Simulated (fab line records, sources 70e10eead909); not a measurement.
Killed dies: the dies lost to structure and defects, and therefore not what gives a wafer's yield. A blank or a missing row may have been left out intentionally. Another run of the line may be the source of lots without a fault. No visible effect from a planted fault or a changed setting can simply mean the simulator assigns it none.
fab line records / flow nand_harc
[record] lots = 14 wafers = 42 last_day = 33
route steps=1302 shown A_SOURCE_PLATE@420 A_ONON_D1@429
lots untouched by any fault: they come from a run of this same line in which no faults occurred
start_h: start of the lot's first displayed wafer, in hours after the record's first day / wait_h: hours elapsed since this lot's preceding step / " as in the row above / L1.1+2: several wafers, shown together as one row / - value missing, or start not given / * or withheld: withheld / < > ~ a bound
route shown NAME@n: NAME is a module with steps in the file, n the number in the route of the first one / usual: mean/standard deviation of fault-free wafers / same: alike in all rows / chamber/n: place in a boat / sites: per-site readings / _std_site: their standard deviation / _edge_site: mean of outer sites minus mean of inner sites / radius_mm: how far each site lies from the wafer's centre / mask NAME#n: copy n / behind: tool/chamber where the wafer was last shaped / hold: what put the lot on hold/how long, in hours/how the hold closed / device: the n, p or np transistor that did not switch / end of line: the route-end tests of the same wafers / where a step has no rows: the recipe by itself / killed: the dies lost at the first sort to structure and to defects; this is not the yield of the wafer / map: per-die view of a wafer (x killed, . not killed, _ where there is no die)
set.NAME: the setting that was run; set.NAME@STEP: the one run at that earlier step / model.NAME: the simulator's own value behind a step, which no gauge read
the route's steps for a sample of lots (tables are steps, rows are wafers)
services: a tool's chamber out of use, with start hour (start_h, from the record's first day; less than 0 if before it), hours out, and reason
[[steps]]
[step NHARC_A_SOURCE_PLATE_THK_MEAS_06]
[recipe] thk_meas_gauge = ellipsometry
[usual] thk_nm = 199.4/2.1
lot.wafer=L269.2 tool=film_metro-01 chamber=- start_h=163.34 wait_h=0.4 thk_nm=193.3
lot.wafer=L269.4 tool=film_metro-01 chamber=- start_h=163.34 wait_h=0.4 thk_nm=194.2
lot.wafer=L269.6 tool=film_metro-01 chamber=- start_h=163.34 wait_h=0.4 thk_nm=195.4
lot.wafer=L271.2 tool=film_metro-02 chamber=- start_h=176.54 wait_h=0.4 thk_nm=199.1
lot.wafer=L271.3 tool=film_metro-02 chamber=- start_h=176.54 wait_h=0.4 thk_nm=200.3
lot.wafer=L271.5 tool=film_metro-02 chamber=- start_h=176.54 wait_h=0.4 thk_nm=200.6
lot.wafer=L272.1 tool=film_metro-01 chamber=- start_h=193.25 wait_h=0.4 thk_nm=199.3
lot.wafer=L272.3 tool=film_metro-01 chamber=- start_h=193.25 wait_h=0.4 thk_nm=198.1
lot.wafer=L272.4 tool=film_metro-01 chamber=- start_h=193.25 wait_h=0.4 thk_nm=198.1
lot.wafer=L274.2 tool=film_metro-02 chamber=- start_h=209.45 wait_h=0.4 thk_nm=200.6
lot.wafer=L274.5 tool=film_metro-02 chamber=- start_h=209.45 wait_h=0.4 thk_nm=196.6
lot.wafer=L274.6 tool=film_metro-02 chamber=- start_h=209.45 wait_h=0.4 thk_nm=198.8
lot.wafer=L275.1 tool=film_metro-02 chamber=- start_h=227.17 wait_h=0.4 thk_nm=197.5
lot.wafer=L275.2 tool=film_metro-02 chamber=- start_h=227.17 wait_h=0.4 thk_nm=198.7
lot.wafer=L275.3 tool=film_metro-02 chamber=- start_h=227.17 wait_h=0.4 thk_nm=196.5
lot.wafer=L278.2 tool=film_metro-02 chamber=- start_h=246.09 wait_h=0.4 thk_nm=199.8
lot.wafer=L278.4 tool=film_metro-02 chamber=- start_h=246.09 wait_h=0.4 thk_nm=200.1
lot.wafer=L278.5 tool=film_metro-02 chamber=- start_h=246.09 wait_h=0.4 thk_nm=199.9
lot.wafer=L282.3 tool=film_metro-01 chamber=- start_h=309.90 wait_h=0.4 thk_nm=200.5
lot.wafer=L282.5 tool=film_metro-01 chamber=- start_h=309.90 wait_h=0.4 thk_nm=199.7
lot.wafer=L282.6 tool=film_metro-01 chamber=- start_h=309.90 wait_h=0.4 thk_nm=201.9
lot.wafer=L284.2 tool=film_metro-01 chamber=- start_h=318.53 wait_h=0.4 thk_nm=200.5
lot.wafer=L284.4 tool=film_metro-01 chamber=- start_h=318.53 wait_h=0.4 thk_nm=200.3
lot.wafer=L284.6 tool=film_metro-01 chamber=- start_h=318.53 wait_h=0.4 thk_nm=199.6
lot.wafer=L285.1 tool=film_metro-02 chamber=- start_h=325.34 wait_h=0.4 thk_nm=200.0
lot.wafer=L285.4 tool=film_metro-02 chamber=- start_h=325.34 wait_h=0.4 thk_nm=198.8
lot.wafer=L285.6 tool=film_metro-02 chamber=- start_h=325.34 wait_h=0.4 thk_nm=200.1
lot.wafer=L286.2 tool=film_metro-01 chamber=- start_h=335.73 wait_h=0.4 thk_nm=198.5
lot.wafer=L286.5 tool=film_metro-01 chamber=- start_h=335.73 wait_h=0.4 thk_nm=196.9
lot.wafer=L286.6 tool=film_metro-01 chamber=- start_h=335.73 wait_h=0.4 thk_nm=200.0
lot.wafer=L287.1 tool=film_metro-01 chamber=- start_h=341.53 wait_h=0.4 thk_nm=199.9
lot.wafer=L287.3 tool=film_metro-01 chamber=- start_h=341.53 wait_h=0.4 thk_nm=200.9
lot.wafer=L287.5 tool=film_metro-01 chamber=- start_h=341.53 wait_h=0.4 thk_nm=199.7
lot.wafer=L289.3 tool=film_metro-01 chamber=- start_h=369.22 wait_h=0.4 thk_nm=198.2
lot.wafer=L289.5 tool=film_metro-01 chamber=- start_h=369.22 wait_h=0.4 thk_nm=199.4
lot.wafer=L289.6 tool=film_metro-01 chamber=- start_h=369.22 wait_h=0.4 thk_nm=199.8
lot.wafer=L290.1 tool=film_metro-01 chamber=- start_h=374.20 wait_h=0.4 thk_nm=198.1
lot.wafer=L290.2 tool=film_metro-01 chamber=- start_h=374.20 wait_h=0.4 thk_nm=202.1
lot.wafer=L290.6 tool=film_metro-01 chamber=- start_h=374.20 wait_h=0.4 thk_nm=200.4
lot.wafer=L291.2 tool=film_metro-01 chamber=- start_h=384.33 wait_h=0.4 thk_nm=198.9
lot.wafer=L291.5 tool=film_metro-01 chamber=- start_h=384.33 wait_h=0.4 thk_nm=200.5
lot.wafer=L291.6 tool=film_metro-01 chamber=- start_h=384.33 wait_h=0.4 thk_nm=199.4
[step NHARC_A_ONON_D1_THK_MEAS_08]
[recipe] thk_meas_gauge = ellipsometry
[usual] thk_nm = 1000/8.1
lot.wafer=L269.2 tool=film_metro-02 chamber=- start_h=165.13 wait_h=- thk_nm=998
lot.wafer=L269.4 tool=film_metro-02 chamber=- start_h=165.13 wait_h=- thk_nm=996
lot.wafer=L269.6 tool=film_metro-02 chamber=- start_h=165.13 wait_h=- thk_nm=999
lot.wafer=L271.2 tool=film_metro-01 chamber=- start_h=178.31 wait_h=- thk_nm=1004
lot.wafer=L271.3 tool=film_metro-01 chamber=- start_h=178.31 wait_h=- thk_nm=1004
lot.wafer=L271.5 tool=film_metro-01 chamber=- start_h=178.31 wait_h=- thk_nm=1004
lot.wafer=L272.1 tool=film_metro-02 chamber=- start_h=195.02 wait_h=- thk_nm=991
lot.wafer=L272.3 tool=film_metro-02 chamber=- start_h=195.02 wait_h=- thk_nm=994
lot.wafer=L272.4 tool=film_metro-02 chamber=- start_h=195.02 wait_h=- thk_nm=994
lot.wafer=L274.2 tool=film_metro-02 chamber=- start_h=211.26 wait_h=- thk_nm=1000
lot.wafer=L274.5 tool=film_metro-02 chamber=- start_h=211.26 wait_h=- thk_nm=998
lot.wafer=L274.6 tool=film_metro-02 chamber=- start_h=211.26 wait_h=- thk_nm=997
lot.wafer=L275.1 tool=film_metro-02 chamber=- start_h=228.94 wait_h=- thk_nm=1007
lot.wafer=L275.2 tool=film_metro-02 chamber=- start_h=228.94 wait_h=- thk_nm=1007
lot.wafer=L275.3 tool=film_metro-02 chamber=- start_h=228.94 wait_h=- thk_nm=1005
lot.wafer=L278.2 tool=film_metro-02 chamber=- start_h=247.90 wait_h=- thk_nm=1000
lot.wafer=L278.4 tool=film_metro-02 chamber=- start_h=247.90 wait_h=- thk_nm=1001
lot.wafer=L278.5 tool=film_metro-02 chamber=- start_h=247.90 wait_h=- thk_nm=999
lot.wafer=L282.3 tool=film_metro-01 chamber=- start_h=311.68 wait_h=- thk_nm=999
lot.wafer=L282.5 tool=film_metro-01 chamber=- start_h=311.68 wait_h=- thk_nm=1000
lot.wafer=L282.6 tool=film_metro-01 chamber=- start_h=311.68 wait_h=- thk_nm=1001
lot.wafer=L284.2 tool=film_metro-02 chamber=- start_h=320.33 wait_h=- thk_nm=996
lot.wafer=L284.4 tool=film_metro-02 chamber=- start_h=320.33 wait_h=- thk_nm=997
lot.wafer=L284.6 tool=film_metro-02 chamber=- start_h=320.33 wait_h=- thk_nm=997
lot.wafer=L285.1 tool=film_metro-02 chamber=- start_h=327.17 wait_h=- thk_nm=998
lot.wafer=L285.4 tool=film_metro-02 chamber=- start_h=327.17 wait_h=- thk_nm=998
lot.wafer=L285.6 tool=film_metro-02 chamber=- start_h=327.17 wait_h=- thk_nm=997
lot.wafer=L286.2 tool=film_metro-02 chamber=- start_h=337.52 wait_h=- thk_nm=999
lot.wafer=L286.5 tool=film_metro-02 chamber=- start_h=337.52 wait_h=- thk_nm=1000
lot.wafer=L286.6 tool=film_metro-02 chamber=- start_h=337.52 wait_h=- thk_nm=1000
lot.wafer=L287.1 tool=film_metro-02 chamber=- start_h=343.31 wait_h=- thk_nm=985
lot.wafer=L287.3 tool=film_metro-02 chamber=- start_h=343.31 wait_h=- thk_nm=984
lot.wafer=L287.5 tool=film_metro-02 chamber=- start_h=343.31 wait_h=- thk_nm=983
lot.wafer=L289.3 tool=film_metro-02 chamber=- start_h=371.04 wait_h=- thk_nm=1002
lot.wafer=L289.5 tool=film_metro-02 chamber=- start_h=371.04 wait_h=- thk_nm=1001
lot.wafer=L289.6 tool=film_metro-02 chamber=- start_h=371.04 wait_h=- thk_nm=1000
lot.wafer=L290.1 tool=film_metro-01 chamber=- start_h=375.98 wait_h=- thk_nm=1015
lot.wafer=L290.2 tool=film_metro-01 chamber=- start_h=375.98 wait_h=- thk_nm=1013
lot.wafer=L290.6 tool=film_metro-01 chamber=- start_h=375.98 wait_h=- thk_nm=1015
lot.wafer=L291.2 tool=film_metro-01 chamber=- start_h=386.11 wait_h=- thk_nm=983
lot.wafer=L291.5 tool=film_metro-01 chamber=- start_h=386.11 wait_h=- thk_nm=984
lot.wafer=L291.6 tool=film_metro-01 chamber=- start_h=386.11 wait_h=- thk_nm=984
[step NHARC_A_ONON_D1_DEP_19]
[recipe] target_thk_a = 10000 n2_flow_sccm = 2750 n2o_flow_sccm = 2000 nh3_flow_sccm = 500 sih4_flow_sccm = 210 temp_c = 400
lot.wafer=L269.2+4+6 tool=pecvd_onon-02 chamber=0 start_h=174.11 wait_h=0.1
lot.wafer=L271.2+3+5 tool=pecvd_onon-04 chamber=0 start_h=190.41 wait_h=0.1
lot.wafer=L272.1+3+4 tool=pecvd_onon-04 chamber=0 start_h=204.70 wait_h=0.1
lot.wafer=L274.2+5+6 tool=pecvd_onon-02 chamber=0 start_h=217.18 wait_h=0.1
lot.wafer=L275.1+2+3 tool=pecvd_onon-01 chamber=0 start_h=241.93 wait_h=0.1
lot.wafer=L278.2+4+5 tool=pecvd_onon-01 chamber=0 start_h=259.55 wait_h=0.1
lot.wafer=L282.3+5+6 tool=pecvd_onon-01 chamber=0 start_h=320.77 wait_h=0.2
lot.wafer=L284.2+4+6 tool=pecvd_onon-01 chamber=0 start_h=329.46 wait_h=0.1
lot.wafer=L285.1+4+6 tool=pecvd_onon-01 chamber=0 start_h=336.64 wait_h=0.1
lot.wafer=L286.2+5+6 tool=pecvd_onon-04 chamber=0 start_h=347.98 wait_h=0.1
lot.wafer=L287.1+3+5 tool=pecvd_onon-01 chamber=0 start_h=355.84 wait_h=0.1
lot.wafer=L289.3+5+6 tool=pecvd_onon-01 chamber=0 start_h=381.65 wait_h=0.2
lot.wafer=L290.1+2+6 tool=pecvd_onon-01 chamber=0 start_h=385.03 wait_h=0.1
lot.wafer=L291.2+5+6 tool=pecvd_onon-02 chamber=0 start_h=395.46 wait_h=0.1
[step NHARC_A_ONON_D1_THK_MEAS_21]
[recipe] thk_meas_gauge = ellipsometry
[usual] thk_nm = 1000/10
lot.wafer=L269.2 tool=film_metro-02 chamber=- start_h=174.56 wait_h=- thk_nm=990
lot.wafer=L269.4 tool=film_metro-02 chamber=- start_h=174.56 wait_h=- thk_nm=991
lot.wafer=L269.6 tool=film_metro-02 chamber=- start_h=174.56 wait_h=- thk_nm=990
lot.wafer=L271.2 tool=film_metro-02 chamber=- start_h=190.86 wait_h=- thk_nm=1022
lot.wafer=L271.3 tool=film_metro-02 chamber=- start_h=190.86 wait_h=- thk_nm=1024
lot.wafer=L271.5 tool=film_metro-02 chamber=- start_h=190.86 wait_h=- thk_nm=1022
lot.wafer=L272.1 tool=film_metro-01 chamber=- start_h=205.21 wait_h=- thk_nm=996
lot.wafer=L272.3 tool=film_metro-01 chamber=- start_h=205.21 wait_h=- thk_nm=994
lot.wafer=L272.4 tool=film_metro-01 chamber=- start_h=205.21 wait_h=- thk_nm=996
lot.wafer=L274.2 tool=film_metro-01 chamber=- start_h=217.64 wait_h=- thk_nm=1015
lot.wafer=L274.5 tool=film_metro-01 chamber=- start_h=217.64 wait_h=- thk_nm=1013
lot.wafer=L274.6 tool=film_metro-01 chamber=- start_h=217.64 wait_h=- thk_nm=1014
lot.wafer=L275.1 tool=film_metro-01 chamber=- start_h=242.45 wait_h=- thk_nm=913
lot.wafer=L275.2 tool=film_metro-01 chamber=- start_h=242.45 wait_h=- thk_nm=912
lot.wafer=L275.3 tool=film_metro-01 chamber=- start_h=242.45 wait_h=- thk_nm=912
lot.wafer=L278.2 tool=film_metro-01 chamber=- start_h=260.00 wait_h=- thk_nm=925
lot.wafer=L278.4 tool=film_metro-01 chamber=- start_h=260.00 wait_h=- thk_nm=925
lot.wafer=L278.5 tool=film_metro-01 chamber=- start_h=260.00 wait_h=- thk_nm=926
lot.wafer=L282.3 tool=film_metro-01 chamber=- start_h=321.17 wait_h=- thk_nm=995
lot.wafer=L282.5 tool=film_metro-01 chamber=- start_h=321.17 wait_h=- thk_nm=995
lot.wafer=L282.6 tool=film_metro-01 chamber=- start_h=321.17 wait_h=- thk_nm=994
lot.wafer=L284.2 tool=film_metro-01 chamber=- start_h=329.91 wait_h=- thk_nm=975
lot.wafer=L284.4 tool=film_metro-01 chamber=- start_h=329.91 wait_h=- thk_nm=976
lot.wafer=L284.6 tool=film_metro-01 chamber=- start_h=329.91 wait_h=- thk_nm=975
lot.wafer=L285.1 tool=film_metro-01 chamber=- start_h=337.15 wait_h=- thk_nm=997
lot.wafer=L285.4 tool=film_metro-01 chamber=- start_h=337.15 wait_h=- thk_nm=995
lot.wafer=L285.6 tool=film_metro-01 chamber=- start_h=337.15 wait_h=- thk_nm=994
lot.wafer=L286.2 tool=film_metro-01 chamber=- start_h=348.44 wait_h=- thk_nm=1017
lot.wafer=L286.5 tool=film_metro-01 chamber=- start_h=348.44 wait_h=- thk_nm=1017
lot.wafer=L286.6 tool=film_metro-01 chamber=- start_h=348.44 wait_h=- thk_nm=1019
lot.wafer=L287.1 tool=film_metro-02 chamber=- start_h=356.36 wait_h=- thk_nm=1002
lot.wafer=L287.3 tool=film_metro-02 chamber=- start_h=356.36 wait_h=- thk_nm=999
lot.wafer=L287.5 tool=film_metro-02 chamber=- start_h=356.36 wait_h=- thk_nm=1001
lot.wafer=L289.3 tool=film_metro-01 chamber=- start_h=382.05 wait_h=- thk_nm=1002
lot.wafer=L289.5 tool=film_metro-01 chamber=- start_h=382.05 wait_h=- thk_nm=1002
lot.wafer=L289.6 tool=film_metro-01 chamber=- start_h=382.05 wait_h=- thk_nm=1001
lot.wafer=L290.1 tool=film_metro-01 chamber=- start_h=385.54 wait_h=- thk_nm=991
lot.wafer=L290.2 tool=film_metro-01 chamber=- start_h=385.54 wait_h=- thk_nm=992
lot.wafer=L290.6 tool=film_metro-01 chamber=- start_h=385.54 wait_h=- thk_nm=994
lot.wafer=L291.2 tool=film_metro-01 chamber=- start_h=395.91 wait_h=- thk_nm=1008
lot.wafer=L291.5 tool=film_metro-01 chamber=- start_h=395.91 wait_h=- thk_nm=1008
lot.wafer=L291.6 tool=film_metro-01 chamber=- start_h=395.91 wait_h=- thk_nm=1008
[step NHARC_A_ONON_D1_DEP_33]
[recipe] target_thk_a = 2000 temp_c = 400 pressure_torr = 6.5 rf_w = 900 teos_flow_sccm = 161.4 flow_sccm = 2650 target_thk_nm = 200 gas = O2 material = SiO2
[usual] heater_power_w = 546/110 mfc_precursor_sccm = 161.4/0.46 throttle_valve_pct = 15.9/0.34
lot.wafer=L269.2 tool=pecvd-02 chamber=0 start_h=176.31 wait_h=0.1 heater_power_w=389 mfc_precursor_sccm=161.1 throttle_valve_pct=16.1
lot.wafer=L269.6 tool=pecvd-02 chamber=0 start_h=176.31 wait_h=0.1 heater_power_w=399 mfc_precursor_sccm=162.2 throttle_valve_pct=16.1
lot.wafer=L269.4 tool=pecvd-02 chamber=2 start_h=176.31 wait_h=0.1 heater_power_w=613 mfc_precursor_sccm=162.0 throttle_valve_pct=15.6
lot.wafer=L271.2 tool=pecvd-02 chamber=1 start_h=192.67 wait_h=0.1 heater_power_w=476 mfc_precursor_sccm=161.8 throttle_valve_pct=16.4
lot.wafer=L271.3 tool=pecvd-02 chamber=2 start_h=192.67 wait_h=0.1 heater_power_w=507 mfc_precursor_sccm=161.4 throttle_valve_pct=15.7
lot.wafer=L271.5 tool=pecvd-02 chamber=0 start_h=192.67 wait_h=0.1 heater_power_w=393 mfc_precursor_sccm=161.6 throttle_valve_pct=16.0
lot.wafer=L272.1 tool=pecvd-03 chamber=0 start_h=206.96 wait_h=0.1 heater_power_w=592 mfc_precursor_sccm=161.2 throttle_valve_pct=15.9
lot.wafer=L272.3 tool=pecvd-03 chamber=2 start_h=206.96 wait_h=0.1 heater_power_w=494 mfc_precursor_sccm=161.4 throttle_valve_pct=15.6
lot.wafer=L272.4 tool=pecvd-03 chamber=2 start_h=206.96 wait_h=0.1 heater_power_w=507 mfc_precursor_sccm=160.7 throttle_valve_pct=15.7
lot.wafer=L274.2 tool=pecvd-02 chamber=2 start_h=219.38 wait_h=0.1 heater_power_w=614 mfc_precursor_sccm=162.2 throttle_valve_pct=15.9
lot.wafer=L274.6 tool=pecvd-02 chamber=2 start_h=219.38 wait_h=0.1 heater_power_w=612 mfc_precursor_sccm=162.5 throttle_valve_pct=15.7
lot.wafer=L274.5 tool=pecvd-02 chamber=0 start_h=219.38 wait_h=0.1 heater_power_w=396 mfc_precursor_sccm=161.5 throttle_valve_pct=16.1
lot.wafer=L275.2 tool=pecvd-01 chamber=2 start_h=244.20 wait_h=0.1 heater_power_w=705 mfc_precursor_sccm=161.5 throttle_valve_pct=16.2
lot.wafer=L275.3 tool=pecvd-01 chamber=0 start_h=244.20 wait_h=0.1 heater_power_w=741 mfc_precursor_sccm=161.6 throttle_valve_pct=16.1
lot.wafer=L275.1 tool=pecvd-01 chamber=1 start_h=244.20 wait_h=0.1 heater_power_w=444 mfc_precursor_sccm=160.7 throttle_valve_pct=16.3
lot.wafer=L278.2 tool=pecvd-02 chamber=1 start_h=261.84 wait_h=0.1 heater_power_w=561 mfc_precursor_sccm=161.6 throttle_valve_pct=16.2
lot.wafer=L278.5 tool=pecvd-02 chamber=2 start_h=261.84 wait_h=0.1 heater_power_w=479 mfc_precursor_sccm=161.1 throttle_valve_pct=15.9
lot.wafer=L278.4 tool=pecvd-02 chamber=1 start_h=261.84 wait_h=0.1 heater_power_w=564 mfc_precursor_sccm=161.0 throttle_valve_pct=16.3
lot.wafer=L282.3 tool=pecvd-02 chamber=2 start_h=322.92 wait_h=0.1 heater_power_w=573 mfc_precursor_sccm=160.8 throttle_valve_pct=15.9
lot.wafer=L282.6 tool=pecvd-02 chamber=2 start_h=322.92 wait_h=0.1 heater_power_w=592 mfc_precursor_sccm=161.5 throttle_valve_pct=15.9
lot.wafer=L282.5 tool=pecvd-02 chamber=1 start_h=322.92 wait_h=0.1 heater_power_w=506 mfc_precursor_sccm=161.8 throttle_valve_pct=16.3
lot.wafer=L284.2 tool=pecvd-01 chamber=1 start_h=331.65 wait_h=0.1 heater_power_w=339 mfc_precursor_sccm=161.9 throttle_valve_pct=16.0
lot.wafer=L284.6 tool=pecvd-01 chamber=1 start_h=331.65 wait_h=0.1 heater_power_w=355 mfc_precursor_sccm=161.6 throttle_valve_pct=15.7
lot.wafer=L284.4 tool=pecvd-01 chamber=2 start_h=331.65 wait_h=0.1 heater_power_w=532 mfc_precursor_sccm=161.0 throttle_valve_pct=15.6
lot.wafer=L285.1 tool=pecvd-01 chamber=2 start_h=338.93 wait_h=0.1 heater_power_w=581 mfc_precursor_sccm=162.1 throttle_valve_pct=15.6
lot.wafer=L285.4 tool=pecvd-01 chamber=2 start_h=338.93 wait_h=0.1 heater_power_w=581 mfc_precursor_sccm=162.3 throttle_valve_pct=15.8
lot.wafer=L285.6 tool=pecvd-01 chamber=2 start_h=338.93 wait_h=0.1 heater_power_w=578 mfc_precursor_sccm=162.2 throttle_valve_pct=15.7
lot.wafer=L286.2 tool=pecvd-01 chamber=1 start_h=350.28 wait_h=0.1 heater_power_w=408 mfc_precursor_sccm=161.6 throttle_valve_pct=15.7
lot.wafer=L286.5 tool=pecvd-01 chamber=2 start_h=350.28 wait_h=0.1 heater_power_w=566 mfc_precursor_sccm=162.3 throttle_valve_pct=15.8
lot.wafer=L286.6 tool=pecvd-01 chamber=0 start_h=350.28 wait_h=0.1 heater_power_w=766 mfc_precursor_sccm=162.7 throttle_valve_pct=15.4
lot.wafer=L287.1 tool=pecvd-01 chamber=2 start_h=358.12 wait_h=0.1 heater_power_w=581 mfc_precursor_sccm=160.7 throttle_valve_pct=15.7
lot.wafer=L287.3 tool=pecvd-01 chamber=1 start_h=358.12 wait_h=0.1 heater_power_w=368 mfc_precursor_sccm=161.8 throttle_valve_pct=15.8
lot.wafer=L287.5 tool=pecvd-01 chamber=2 start_h=358.12 wait_h=0.1 heater_power_w=611 mfc_precursor_sccm=161.0 throttle_valve_pct=15.6
lot.wafer=L289.3 tool=pecvd-03 chamber=2 start_h=383.98 wait_h=0.2 heater_power_w=490 mfc_precursor_sccm=161.2 throttle_valve_pct=15.4
lot.wafer=L289.5 tool=pecvd-03 chamber=1 start_h=383.98 wait_h=0.2 heater_power_w=539 mfc_precursor_sccm=161.8 throttle_valve_pct=16.3
lot.wafer=L289.6 tool=pecvd-03 chamber=2 start_h=383.98 wait_h=0.2 heater_power_w=489 mfc_precursor_sccm=162.0 throttle_valve_pct=15.4
lot.wafer=L290.2 tool=pecvd-01 chamber=0 start_h=387.28 wait_h=0.1 heater_power_w=774 mfc_precursor_sccm=161.3 throttle_valve_pct=15.6
lot.wafer=L290.1 tool=pecvd-01 chamber=2 start_h=387.28 wait_h=0.1 heater_power_w=565 mfc_precursor_sccm=161.5 throttle_valve_pct=15.6
lot.wafer=L290.6 tool=pecvd-01 chamber=0 start_h=387.28 wait_h=0.1 heater_power_w=756 mfc_precursor_sccm=161.0 throttle_valve_pct=15.5
lot.wafer=L291.2 tool=pecvd-01 chamber=2 start_h=397.71 wait_h=0.1 heater_power_w=583 mfc_precursor_sccm=161.7 throttle_valve_pct=15.7
lot.wafer=L291.5 tool=pecvd-01 chamber=1 start_h=397.71 wait_h=0.1 heater_power_w=372 mfc_precursor_sccm=161.3 throttle_valve_pct=16.3
lot.wafer=L291.6 tool=pecvd-01 chamber=2 start_h=397.71 wait_h=0.1 heater_power_w=604 mfc_precursor_sccm=162.1 throttle_valve_pct=15.6
[[services]]
tool=pecvd_onon-02 chamber=- start_h=185.03 hours=13.0 kind=pm
tool=pecvd-03 chamber=- start_h=185.06 hours=13.0 kind=pm
tool=pecvd-02 chamber=- start_h=218.23 hours=0.7 kind=repair
tool=pecvd-02 chamber=- start_h=227.13 hours=13.0 kind=pm
tool=pecvd-02 chamber=0 start_h=227.13 hours=13.0 kind=vent_cycle
tool=pecvd-02 chamber=1 start_h=227.13 hours=13.0 kind=vent_cycle
tool=pecvd-02 chamber=2 start_h=227.13 hours=13.0 kind=vent_cycle
tool=pecvd-02 chamber=0 start_h=240.13 hours=- kind=clean
tool=pecvd-02 chamber=1 start_h=240.13 hours=- kind=clean
tool=pecvd-02 chamber=2 start_h=240.13 hours=- kind=clean
tool=pecvd-03 chamber=0 start_h=258.49 hours=15.4 kind=repair
tool=pecvd_onon-01 chamber=- start_h=269.00 hours=13.0 kind=pm
tool=pecvd_onon-01 chamber=- start_h=301.28 hours=9.1 kind=repair
tool=pecvd-01 chamber=- start_h=311.00 hours=13.0 kind=pm
tool=pecvd-01 chamber=0 start_h=311.00 hours=13.0 kind=vent_cycle
tool=pecvd-01 chamber=1 start_h=311.00 hours=13.0 kind=vent_cycle
tool=pecvd-01 chamber=2 start_h=311.00 hours=13.0 kind=vent_cycle
tool=pecvd_onon-04 chamber=- start_h=311.52 hours=13.0 kind=pm
tool=pecvd-01 chamber=0 start_h=324.00 hours=- kind=clean
tool=pecvd-01 chamber=1 start_h=324.00 hours=- kind=clean
tool=pecvd-01 chamber=2 start_h=324.00 hours=- kind=clean
tool=pecvd_onon-02 chamber=- start_h=366.03 hours=13.0 kind=pm
tool=pecvd-03 chamber=- start_h=366.06 hours=13.0 kind=pm
tool=pecvd_onon-01 chamber=- start_h=388.73 hours=0.1 kind=repair
[[key]]
[first_sign] step = NHARC_A_ONON_D1_THK_MEAS_21 reading = thk_nm direction = down sigmas = 7.8 usual = 1000 struck = 919
effect none on later readings
met_at NHARC_A_ONON_D1_DEP_19
struck_lots L275,L278
later_rows_left_out L275.1,L275.2,L275.3,L278.2,L278.4,L278.5
sort_left_out L275.1,L275.2,L275.3,L278.2,L278.4,L278.5
tester_left_out L275,L278
not_acting_at NHARC_A_SOURCE_PLATE_THK_MEAS_06,NHARC_A_ONON_D1_THK_MEAS_08,NHARC_A_ONON_D1_DEP_33
[fault] kind = process_parameter_drift tool = pecvd_onon-01 chamber = - onset_h = 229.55 steps = NHARC_A_ONON_D1_DEP_19 channel = target_thk_a offset = * shape = step end_h = 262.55 acts_in = * stated = *
// tester_left_out: of these lots the tester's yield and bins aren't shown, on N5 and GAA mostly nor the transistor test; their killed dies are dies lost to structure and defects alone, not to doping, threshold or leakage, so they don't give the yield
// sort_left_out: the simulated sort isn't trusted on such a fault, so these wafers' sort isn't shown, and their yield isn't known
// later_rows_left_out: the simulator's readings of these wafers behind a module that went badly wrong aren't trusted and aren't shown, but for the sort
